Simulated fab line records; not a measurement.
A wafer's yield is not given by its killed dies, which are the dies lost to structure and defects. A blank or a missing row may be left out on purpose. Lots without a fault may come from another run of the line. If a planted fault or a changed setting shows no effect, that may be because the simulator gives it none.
fab line records -- flow n5_finfet
record: lots: 4, wafers: 12, last_day: 17
route steps=1938 shown BEOL_M4@1099 BEOL_M5@1112 BEOL_M6@1254 PASSIVATION@1936
lots that met no fault: taken from a fault-free run of the same line
start_h: hours from the record's first day to the start of the lot's first wafer shown -- wait_h: hours from the lot's prior step to this one -- " the same as in the row above -- L1.1+2: a row that stands for several wafers -- - no value, or no start was given -- * or withheld: withheld -- < > ~ a bound
route shown NAME@n: names a module that has steps shown in the file, with the first one's number in the route -- usual: mean/standard deviation of fault-free wafers -- same: alike in all rows -- chamber/n: place in a boat -- sites: per-site readings -- _std_site: standard deviation of those values -- _edge_site: inner sites' mean taken away from outer sites' mean -- radius_mm: for every site, how far away it sits from the centre of the wafer -- mask NAME#n: copy n -- behind: the last tool/chamber to shape the wafer -- hold: what put the lot on hold/how long, in hours/how the hold closed -- device: the transistor (n, p or np) that didn't switch -- end of line: tests run on the same wafers once the route is complete -- for a step that has no rows: nothing shown but its recipe -- killed: dies that structure and defects cost at the first sort, which is not the same as the wafer's yield -- map: the dies of a wafer, with x for killed, . for not killed, _ for no die there
set.NAME: setting as actually run; set.NAME@STEP: the setting as run at that earlier step -- model.NAME: the simulator's own value behind a step, which no gauge read
lots at selected steps of the route; one table per step, one row per wafer
services: a tool's chamber out of use, with start hour (start_h, from the record's first day; less than 0 if before it), hours out, and reason
== steps ==
step: N5_BEOL_M4_ANNEAL_95
recipe: temp_c: 400, time_s: 240, ambient: vacuum
step: N5_BEOL_M4_SPUTTER_96
recipe: material: Cu, target_thk_a: 45, temp_c: -20, chamber_pressure_pa: 0.07, power_w: withheld, time_s: 8.29
step: N5_BEOL_M4_ECD_50
recipe: material: Cu, target_thk_a: 3000
step: N5_BEOL_M4_ANNEAL_51
recipe: temp_c: 225, time_s: 90, ambient: N2
step: N5_BEOL_M4_CMP_52
recipe: stop_on: SiOC, t_overpolish_s: 6.8, down_force_psi: 1, platen_rpm: 50, clearing_platen_down_force_psi: 1.5, clearing_platen_rpm: 50, post_cmp_clean: cu_alkaline, target_thk_nm: 40, clearing_platen_pad_velocity_m_s: 0.99484, pad_velocity_m_s: 0.99484
step: N5_BEOL_M4_PRE_CLEAN_60
recipe: gas: NH3/H2, time_s: 15, temp_c: *, rf_power_w: 300
step: N5_BEOL_M4_CO_CAP_55
recipe: material: Co, target_thk_a: 20, temp_c: 200, precursor: CCTBA/H2, pressure_torr: 30, time_s: 102.1
step: N5_BEOL_M4_PRE_CLEAN_56
recipe: gas: NH3, time_s: 15, temp_c: withheld, rf_power_w: 300
step: N5_BEOL_M4_DEP_57
recipe: material: SiCN, target_thk_a: 80, temp_c: withheld, precursor: 3MS/NH3, pressure_torr: 3, rf_w: 202, time_s: 14
step: N5_BEOL_M4_RC_MEAS_101
usual: DIBL_N: 36.5/1.4, DIBL_P: 36.9/1.7, IOFF_N: 0.163/0.023, IOFF_P: 0.22/0.032, ION_N: 673/9, ION_P: 462/7.5, SS_N: 71.6/0.54, SS_P: 73.4/0.62, VT_N: 249.8/2.8, VT_P: -250/3.5
lot.wafer,tool,chamber,start_h,wait_h,DIBL_N[mV/V],DIBL_P[mV/V],IOFF_N[nA/um],IOFF_P[nA/um],ION_N[uA/um],ION_P[uA/um],SS_N[mV/dec],SS_P[mV/dec],VT_N[mV],VT_P[mV]
L536.1,prober-02,0,182.40,0.0,37.6,37.2,0.176,0.26,679,470,72.2,73.9,249.2,-246
L536.3,prober-02,0,182.40,0.0,37.6,37.6,0.183,0.27,689,477,72.1,74.1,245.5,-243
L536.5,prober-02,0,182.40,0.0,37.1,37.0,0.169,0.27,670,468,71.8,73.5,247.0,-248
L540.1,prober-01,0,197.49,0.0,37.2,37.0,0.167,0.21,689,465,71.7,74.4,249.0,-250
L540.5,prober-01,0,197.49,0.0,35.1,34.9,0.136,0.18,679,462,71.6,73.6,250.5,-253
L540.6,prober-01,0,197.49,0.0,35.8,36.0,0.140,0.20,661,461,71.8,74.8,252.7,-251
L541.1,prober-01,0,210.67,0.0,38.9,38.9,0.203,0.24,691,460,72.4,74.7,245.2,-249
L541.2,prober-01,0,210.67,0.0,34.2,33.7,0.127,0.16,656,451,71.7,72.0,254.4,-255
L541.5,prober-01,0,210.67,0.0,35.4,35.7,0.148,0.18,670,460,71.7,72.7,247.3,-256
L555.2,prober-01,0,307.80,0.2,33.6,33.8,0.129,0.17,665,462,70.9,72.0,249.9,-254
L555.4,prober-01,0,307.80,0.2,34.3,35.2,0.147,0.19,677,464,70.7,73.3,246.3,-250
L555.6,prober-01,0,307.80,0.2,32.6,33.7,0.118,0.17,672,468,70.5,72.9,253.8,-254
step: N5_BEOL_M5_ILD_DEP_00
recipe: material: SiCOH_lowk, target_thk_a: 1406.4, temp_c: 300, precursor: DEMS/porogen, pressure_torr: 5, rf_w: 500, time_s: 25.9
step: N5_BEOL_M5_CURE_79
recipe: temp_c: 385, time_s: 240, ambient: He/Ar, material: SiCOH_lowk
step: N5_BEOL_M5_PECVD_70
recipe: material: SiO2, target_thk_a: 160, temp_c: 400, precursor: TEOS/O2, pressure_torr: 5.5, rf_w: 450, teos_flow_sccm: 53.8, gas: O2, flow_sccm: 3000, time_s: 18
step: N5_BEOL_M5_HM_DEP_02
recipe: material: TiN, target_thk_a: 200, temp_c: 25, chamber_pressure_pa: 0.49996
step: N5_BEOL_M5_COAT_59
recipe: resist: SOC, temp_c: 250, time_s: 60, spin_rpm: 1500, resist_thk_nm: 60
step: N5_BEOL_M5_COAT_60
recipe: resist: SiARC, temp_c: 220, time_s: 60, spin_rpm: 1500, resist_thk_nm: 12
step: N5_BEOL_M5_COAT_71
recipe: resist: underlayer, temp_c: 205, time_s: 60, spin_rpm: 1500, resist_thk_nm: 5
step: N5_BEOL_M5_COAT_05
recipe: resist: CAR-EUV, spin_rpm: 1500, resist_thk_nm: 30
step: N5_BEOL_M5_EBR_07
recipe: solvent: PGMEA, ebr_width_mm: 1.5
step: N5_BEOL_M5_SOFTBAKE_06
recipe: temp_c: 110, time_s: 60, resist: CAR-EUV
step: N5_BEOL_M5_EXPOSE_08
recipe: mask_id: M5, na: 0.33, source_shape: annular, sigma_inner: 0.4, sigma_outer: 0.8, polarization: unpolarized, target_cd_nm: 28, dose_mj: 35.75
step: N5_BEOL_M5_PEB_09
recipe: peb_temp_c: 100, peb_time_s: 60, resist: CAR-EUV
step: N5_BEOL_M5_DEVELOP_10
recipe: develop_time_s: 30, developer: TMAH, resist: CAR-EUV, rinse_liquid: surfactant_rinse, dry: air_spin, dev_temp_c: 23
step: N5_BEOL_M5_DESCUM_16
recipe: chemistry: O2, time_s: 7, source_power_w: 50, bias_power_w: 20, pressure_mtorr: 20, rf_frequency_hz: 2.712e+07, temp_c: 40, resist: CAR-EUV, o2_flow_sccm: 225
step: N5_BEOL_M5_ETCH_72
recipe: chemistry: N2/H2, target: underlayer, target_depth_a: 65, mask_material: CAR-EUV, time_s: 5.2, ion_energy_ev: 200, pressure_mtorr: 30, source_w: 840, bias_w: 150, n2_flow_sccm: 200, h2_flow_sccm: 200, ends: cleared
step: N5_BEOL_M5_ETCH_61
recipe: chemistry: CF4, target: SiARC, target_depth_a: 156, mask_material: CAR-EUV, time_s: 26, ion_energy_ev: 80, pressure_mtorr: 40, source_w: 545, bias_w: 36, Ar_flow_sccm: 100, cf4_flow_sccm: 100, ends: cleared
step: N5_BEOL_M5_ETCH_62
recipe: chemistry: N2/H2, target: SOC, target_depth_a: 750, overetch_a: 150, mask_material: SiARC, temp_c: 40, time_s: 112.5, ion_energy_ev: 200, pressure_mtorr: 30, source_w: 840, bias_w: 150, n2_flow_sccm: 200, h2_flow_sccm: 200
step: N5_BEOL_M5_STRIP_63
recipe: chemistry: N2/H2, temp_c: 40, n2_flow_sccm: 200, h2_flow_sccm: 200, rf_frequency_hz: 6e+07
step: N5_BEOL_M5_STRIP_73
recipe: chemistry: N2/H2, temp_c: 40, n2_flow_sccm: 200, h2_flow_sccm: 200, rf_frequency_hz: 6e+07
step: N5_BEOL_M5_STRIP_64
recipe: chemistry: CF4, resist: SiARC, power_w: 300, bias_power_w: 75, pressure_mtorr: 50, cf4_flow_sccm: 150, rf_frequency_hz: 6e+07
step: N5_BEOL_M5_HM_OPEN_17
recipe: chemistry: Cl2/BCl3, target_depth_a: 200, overetch_a: 60, target: TiN, mask_material: SOC, ion_energy_ev: 150, pressure_mtorr: 10, icp_w: 1000, bias_w: 126, Cl2_flow_sccm: 53.25, bcl3_flow_sccm: 21.75, Ar_flow_sccm: 25
step: N5_BEOL_M5_STRIP_19
recipe: chemistry: O2, power_w: 400, temp_c: 40, pressure_mtorr: 30, rf_frequency_hz: 6e+07, bias_power_w: 0, overash_fraction: 0.2, o2_flow_sccm: 225
step: N5_BEOL_M5_COAT_65
recipe: resist: SOC, temp_c: 250, time_s: 60, spin_rpm: 1500, resist_thk_nm: 60
step: N5_BEOL_M5_COAT_66
recipe: resist: SiARC, temp_c: 220, time_s: 60, spin_rpm: 1500, resist_thk_nm: 12
step: N5_BEOL_M6_SPUTTER_48
recipe: material: Cu, target_thk_a: 100, temp_c: -20, bias_v: 60, power_w: 26000, chamber_pressure_pa: 0.13, time_s: 1.667
usual: bias_v: 60.1/0.6, cathode_dc_power_W: 26000/4.7, throttle_valve_pct: 29.6/1.1, time_s: 1.667/0
lot.wafer,tool,chamber,start_h,wait_h,bias_v,cathode_dc_power_W,throttle_valve_pct,time_s
L536.1,pvd_sputter-01,-,202.13,0.1,59.8,25999,28.8,1.667
L536.3,pvd_sputter-01,-,202.13,0.1,60.2,26009,29.7,1.667
L536.5,pvd_sputter-01,-,202.13,0.1,60.7,25996,30.8,1.667
L540.1,pvd_sputter-02,-,228.76,0.1,-,-,-,-
L540.5,pvd_sputter-02,-,228.76,0.1,-,-,-,-
L540.6,pvd_sputter-02,-,228.76,0.1,-,-,-,-
L541.1,pvd_sputter-01,-,229.35,0.1,-,-,-,-
L541.2,pvd_sputter-01,-,229.35,0.1,-,-,-,-
L541.5,pvd_sputter-01,-,229.35,0.1,-,-,-,-
L555.2,pvd_sputter-03,-,325.84,0.1,59.8,26000,28.8,1.667
L555.4,pvd_sputter-03,-,325.84,0.1,60.6,25998,30.9,1.667
L555.6,pvd_sputter-03,-,325.84,0.1,59.4,25997,28.6,1.667
step: N5_BEOL_M6_CMP_52
recipe: stop_on: SiCOH_lowk, t_overpolish_s: 6.9, down_force_psi: 1, platen_rpm: 50, clearing_platen_down_force_psi: 1.5, clearing_platen_rpm: 50, post_cmp_clean: cu_alkaline, target_thk_nm: 80, clearing_platen_pad_velocity_m_s: 0.99484, pad_velocity_m_s: 0.99484
usual: edge_zone_pressure_frac: 1.000/0.0054, motor_current_A: 6.0/0.77, time_to_endpoint_s: 63.0/2.8
lot.wafer,tool,chamber,start_h,wait_h,edge_zone_pressure_frac,motor_current_A,time_to_endpoint_s
L536.1,cmp-04,1,202.71,0.3,1.004,5.5,64.7
L536.3,cmp-04,2,202.71,0.3,0.999,7.4,61.5
L536.5,cmp-04,2,202.71,0.3,0.995,7.4,63.0
L540.1,cmp-01,2,230.08,0.4,0.997,5.3,2.1
L540.5,cmp-01,3,230.08,0.4,1.007,6.4,1.2
L540.6,cmp-01,0,230.08,0.4,1.001,5.4,1.0
L541.1,cmp-02,2,230.72,0.5,0.994,7.3,0.0
L541.2,cmp-02,3,230.72,0.5,1.006,6.0,0.0
L541.5,cmp-02,3,230.72,0.5,1.004,6.1,0.1
L555.4,cmp-02,0,326.38,0.2,1.005,5.6,60.2
L555.2,cmp-02,2,326.38,0.2,1.000,7.5,60.4
L555.6,cmp-02,3,326.38,0.2,0.993,6.1,60.9
step: N5_PASSIVATION_PROBE_49
usual: defect_limited_yield: 91.2/1.4, killed_at_M0_to_M3: 35/11, killed_at_M4_up: 12/4.2, killed_at_contacts: 13/5.6, killed_at_front_end: 40/12, killed_at_other: 3.3/2.6, killed_dies: 103/17, killed_on_rim: 14/4.5, killed_open: 68/12, killed_short: 34/7.6, sort_bin_5_function: 5.1/0.95, sort_bin_6_memory: 3.3/0.68, sort_n_pass: 1077/17, sort_yield_pct: 91.2/1.4
same: gross_dies: 1180, killed_at_back_side: 0, sort_bin_4_leakage[%]: 0, sort_bin_8_speed[%]: 0
lot.wafer,tool,chamber,start_h,wait_h,defect_limited_yield[%],killed_at_M0_to_M3,killed_at_M4_up,killed_at_contacts,killed_at_front_end,killed_at_other,killed_dies,killed_on_rim,killed_open,killed_short,sort_bin_5_function[%],sort_bin_6_memory[%],sort_n_pass,sort_yield_pct[%]
L536.1,prober-02,-,291.09,0.0,92.6,18,19,9,35,6,87,13,52,34,3.8,3.2,1093,92.6
L536.3,prober-02,-,291.19,0.1,92.1,31,12,9,40,1,93,12,69,23,5.3,2.4,1087,92.1
L536.5,prober-02,-,291.29,0.2,91.9,26,10,14,42,4,96,12,62,34,3.8,3.9,1084,91.9
L541.1,prober-02,-,305.98,0.0,0,22,1114,10,34,0,1180,152,56,23,97.5,2.4,0,0
L541.2,prober-02,-,306.03,0.1,0,33,1088,14,43,2,1180,152,69,37,96.4,3.4,0,0
L541.5,prober-02,-,306.18,0.2,0,30,1096,13,38,3,1180,152,69,35,95.9,3.5,0,0
L540.1,prober-01,-,309.91,0.0,0,39,1107,10,19,5,1180,152,58,29,97.1,2.7,0,0
L540.5,prober-01,-,310.11,0.2,0,24,1104,13,35,4,1180,152,59,28,96.8,2.9,0,0
L540.6,prober-01,-,310.16,0.3,0,25,1100,14,40,1,1180,152,68,28,97.1,2.9,0,0
killed by level:class
L536.1 FIN_SAQP:geometric_particle:short=16 BEOL_M4:geometric_particle:open=9 MOL_CONTACT_COAG:geometric_particle:open=8 FIN_SAQP:geometric_particle:open=7 GATE_CUT:geometric_particle:short=5 BEOL_M1:geometric_particle:open=5 BEOL_M8:geometric_particle:open=4 BEOL_M0_SAQP:geometric_particle:short=4
L536.3 BEOL_M2:geometric_particle:open=15 BEOL_M1:geometric_particle:open=8 MOL_CONTACT_COAG:geometric_particle:open=8 GATE_CUT:geometric_particle:open=7 GATE_CUT:geometric_particle:short=6 FIN_SAQP:geometric_particle:short=5 STI_FIN_REVEAL:geometric_particle:open=5 BEOL_M5:geometric_particle:open=5
L536.5 FIN_SAQP:geometric_particle:short=14 MOL_CONTACT_COAG:geometric_particle:open=12 FIN_SAQP:geometric_particle:open=11 BEOL_M2:geometric_particle:open=7 BEOL_M0_SAQP:geometric_particle:open=5 BEOL_M1:geometric_particle:open=5 DUMMY_GATE:geometric_particle:open=4 GATE_CUT:geometric_particle:short=4
L541.1 BEOL_M6:area_ecd=602 BEOL_M6:area_sputter=499 BEOL_M1:geometric_particle:open=9 MOL_CONTACT_COAG:geometric_particle:open=8 GATE_CUT:geometric_particle:open=6 BEOL_M4:geometric_particle:open=6 FIN_SAQP:geometric_particle:open=5 STI_FIN_REVEAL:geometric_particle:open=5
L541.2 BEOL_M6:area_ecd=569 BEOL_M6:area_sputter=504 STI_FIN_REVEAL:geometric_particle:open=14 BEOL_M1:geometric_particle:open=11 MOL_CONTACT_COAG:geometric_particle:open=11 BEOL_M0_SAQP:geometric_particle:short=9 FIN_SAQP:geometric_particle:short=7 BEOL_M4:geometric_particle:open=7
L541.5 BEOL_M6:area_ecd=545 BEOL_M6:area_sputter=531 STI_FIN_REVEAL:geometric_particle:open=13 BEOL_M4:geometric_particle:open=11 MOL_CONTACT_COAG:geometric_particle:open=10 BEOL_M0_SAQP:geometric_particle:short=8 BEOL_M3:geometric_particle:open=8 GATE_CUT:geometric_particle:short=6
L540.1 BEOL_M6:area_ecd=562 BEOL_M6:area_sputter=531 MOL_CONTACT_COAG:geometric_particle:open=9 BEOL_M3:geometric_particle:open=7 BEOL_M1:geometric_particle:open=6 BEOL_M2:geometric_particle:open=6 BEOL_M5:geometric_particle:open=6 BEOL_M0_SAQP:geometric_particle:open=5
L540.5 BEOL_M6:area_sputter=559 BEOL_M6:area_ecd=533 FIN_SAQP:geometric_particle:short=13 BEOL_M0_SAQP:geometric_particle:open=12 FIN_SAQP:geometric_particle:open=10 MOL_CONTACT_COAG:geometric_particle:open=10 BEOL_M3:geometric_particle:open=4 BEOL_M1:geometric_particle:open=3
L540.6 BEOL_M6:area_sputter=562 BEOL_M6:area_ecd=522 BEOL_M3:geometric_particle:open=11 MOL_CONTACT_COAG:geometric_particle:open=11 STI_FIN_REVEAL:geometric_particle:open=8 FIN_SAQP:geometric_particle:open=5 FIN_SAQP:geometric_particle:short=5 BEOL_M1:geometric_particle:open=5
map L540.1 (x killed, . not)
_________________xxxxxxxxxxxx________________
______________xxxxxxxxxxxxxxxxxx_____________
___________xxxxxxxxxxxxxxxxxxxxxxxx__________
__________xxxxxxxxxxxxxxxxxxxxxxxxxx_________
________xxxxxxxxxxxxxxxxxxxxxxxxxxxxxx_______
_______xxxxxxxxxxxxxxxxxxxxxxxxxxxxxxxx______
______xxxxxxxxxxxxxxxxxxxxxxxxxxxxxxxxxx_____
_____xxxxxxxxxxxxxxxxxxxxxxxxxxxxxxxxxxxx____
____xxxxxxxxxxxxxxxxxxxxxxxxxxxxxxxxxxxxxx___
___xxxxxxxxxxxxxxxxxxxxxxxxxxxxxxxxxxxxxxxx__
___xxxxxxxxxxxxxxxxxxxxxxxxxxxxxxxxxxxxxxxx__
__xxxxxxxxxxxxxxxxxxxxxxxxxxxxxxxxxxxxxxxxxx_
__xxxxxxxxxxxxxxxxxxxxxxxxxxxxxxxxxxxxxxxxxx_
_xxxxxxxxxxxxxxxxxxxxxxxxxxxxxxxxxxxxxxxxxxxx
_xxxxxxxxxxxxxxxxxxxxxxxxxxxxxxxxxxxxxxxxxxxx
_xxxxxxxxxxxxxxxxxxxxxxxxxxxxxxxxxxxxxxxxxxxx
_xxxxxxxxxxxxxxxxxxxxxxxxxxxxxxxxxxxxxxxxxxxx
_xxxxxxxxxxxxxxxxxxxxxxxxxxxxxxxxxxxxxxxxxxxx
_xxxxxxxxxxxxxxxxxxxxxxxxxxxxxxxxxxxxxxxxxxxx
_xxxxxxxxxxxxxxxxxxxxxxxxxxxxxxxxxxxxxxxxxxxx
_xxxxxxxxxxxxxxxxxxxxxxxxxxxxxxxxxxxxxxxxxxxx
__xxxxxxxxxxxxxxxxxxxxxxxxxxxxxxxxxxxxxxxxxx_
__xxxxxxxxxxxxxxxxxxxxxxxxxxxxxxxxxxxxxxxxxx_
___xxxxxxxxxxxxxxxxxxxxxxxxxxxxxxxxxxxxxxxx__
___xxxxxxxxxxxxxxxxxxxxxxxxxxxxxxxxxxxxxxxx__
____xxxxxxxxxxxxxxxxxxxxxxxxxxxxxxxxxxxxxx___
_____xxxxxxxxxxxxxxxxxxxxxxxxxxxxxxxxxxxx____
______xxxxxxxxxxxxxxxxxxxxxxxxxxxxxxxxxx_____
_______xxxxxxxxxxxxxxxxxxxxxxxxxxxxxxxx______
________xxxxxxxxxxxxxxxxxxxxxxxxxxxxxx_______
__________xxxxxxxxxxxxxxxxxxxxxxxxxx_________
___________xxxxxxxxxxxxxxxxxxxxxxxx__________
______________xxxxxxxxxxxxxxxxxx_____________
_________________xxxxxxxxxxxx________________
map L541.1 (x killed, . not)
_________________xxxxxxxxxxxx________________
______________xxxxxxxxxxxxxxxxxx_____________
___________xxxxxxxxxxxxxxxxxxxxxxxx__________
__________xxxxxxxxxxxxxxxxxxxxxxxxxx_________
________xxxxxxxxxxxxxxxxxxxxxxxxxxxxxx_______
_______xxxxxxxxxxxxxxxxxxxxxxxxxxxxxxxx______
______xxxxxxxxxxxxxxxxxxxxxxxxxxxxxxxxxx_____
_____xxxxxxxxxxxxxxxxxxxxxxxxxxxxxxxxxxxx____
____xxxxxxxxxxxxxxxxxxxxxxxxxxxxxxxxxxxxxx___
___xxxxxxxxxxxxxxxxxxxxxxxxxxxxxxxxxxxxxxxx__
___xxxxxxxxxxxxxxxxxxxxxxxxxxxxxxxxxxxxxxxx__
__xxxxxxxxxxxxxxxxxxxxxxxxxxxxxxxxxxxxxxxxxx_
__xxxxxxxxxxxxxxxxxxxxxxxxxxxxxxxxxxxxxxxxxx_
_xxxxxxxxxxxxxxxxxxxxxxxxxxxxxxxxxxxxxxxxxxxx
_xxxxxxxxxxxxxxxxxxxxxxxxxxxxxxxxxxxxxxxxxxxx
_xxxxxxxxxxxxxxxxxxxxxxxxxxxxxxxxxxxxxxxxxxxx
_xxxxxxxxxxxxxxxxxxxxxxxxxxxxxxxxxxxxxxxxxxxx
_xxxxxxxxxxxxxxxxxxxxxxxxxxxxxxxxxxxxxxxxxxxx
_xxxxxxxxxxxxxxxxxxxxxxxxxxxxxxxxxxxxxxxxxxxx
_xxxxxxxxxxxxxxxxxxxxxxxxxxxxxxxxxxxxxxxxxxxx
_xxxxxxxxxxxxxxxxxxxxxxxxxxxxxxxxxxxxxxxxxxxx
__xxxxxxxxxxxxxxxxxxxxxxxxxxxxxxxxxxxxxxxxxx_
__xxxxxxxxxxxxxxxxxxxxxxxxxxxxxxxxxxxxxxxxxx_
___xxxxxxxxxxxxxxxxxxxxxxxxxxxxxxxxxxxxxxxx__
___xxxxxxxxxxxxxxxxxxxxxxxxxxxxxxxxxxxxxxxx__
____xxxxxxxxxxxxxxxxxxxxxxxxxxxxxxxxxxxxxx___
_____xxxxxxxxxxxxxxxxxxxxxxxxxxxxxxxxxxxx____
______xxxxxxxxxxxxxxxxxxxxxxxxxxxxxxxxxx_____
_______xxxxxxxxxxxxxxxxxxxxxxxxxxxxxxxx______
________xxxxxxxxxxxxxxxxxxxxxxxxxxxxxx_______
__________xxxxxxxxxxxxxxxxxxxxxxxxxx_________
___________xxxxxxxxxxxxxxxxxxxxxxxx__________
______________xxxxxxxxxxxxxxxxxx_____________
_________________xxxxxxxxxxxx________________
== services ==
tool,chamber,start_h,hours,kind
cmp-01,-,199.18,4.0,pm
cmp-01,-,203.18,-,consumable_replace:conditioner
cmp-01,-,203.18,-,consumable_replace:pad
cmp-04,-,213.35,0.6,repair
cmp-02,-,238.10,4.6,pm
cmp-02,-,252.18,7.7,pm
cmp-02,-,280.94,4.0,pm
pvd_sputter-01,-,281.97,1.4,repair
cmp-02,-,284.94,-,consumable_replace:conditioner
cmp-02,-,284.94,-,consumable_replace:pad
cmp-04,-,294.42,4.0,pm
cmp-04,-,298.42,-,consumable_replace:conditioner
cmp-04,-,298.42,-,consumable_replace:pad
== key ==
first_sign: step: N5_BEOL_M6_SPUTTER_48, reading: tool_record, direction: missing
effect: step: N5_BEOL_M6_CMP_52, reading: time_to_endpoint_s, direction: down, sigmas: 22, usual: *, struck: *
effect: step: N5_PASSIVATION_PROBE_49, reading: killed_at_M4_up, direction: up, sigmas: 99+, usual: 12, struck: 1102
more_kills_born_at: N5_BEOL_M6_ECD_50@ecd_cu-01: 3333, N5_BEOL_M6_SPUTTER_48@pvd_sputter-02: 1652, N5_BEOL_M6_SPUTTER_48@pvd_sputter-01: 1533
met_at N5_BEOL_M6_SPUTTER_48
struck_wafers L540.1,L540.5,L540.6,L541.1,L541.2,L541.5
later_rows_left_out L540.1,L540.5,L540.6,L541.1,L541.2,L541.5
onset_between 202.13 228.76
fault: kind: skipped_step_whole, tool: pvd_sputter-01,pvd_sputter-02, chamber: -, onset_h: 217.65, steps: N5_BEOL_M6_SPUTTER_48, scope: struck_lots_only
later_rows_left_out: the simulator's readings of these wafers behind a module that went badly wrong aren't trusted and aren't shown, but for the sort
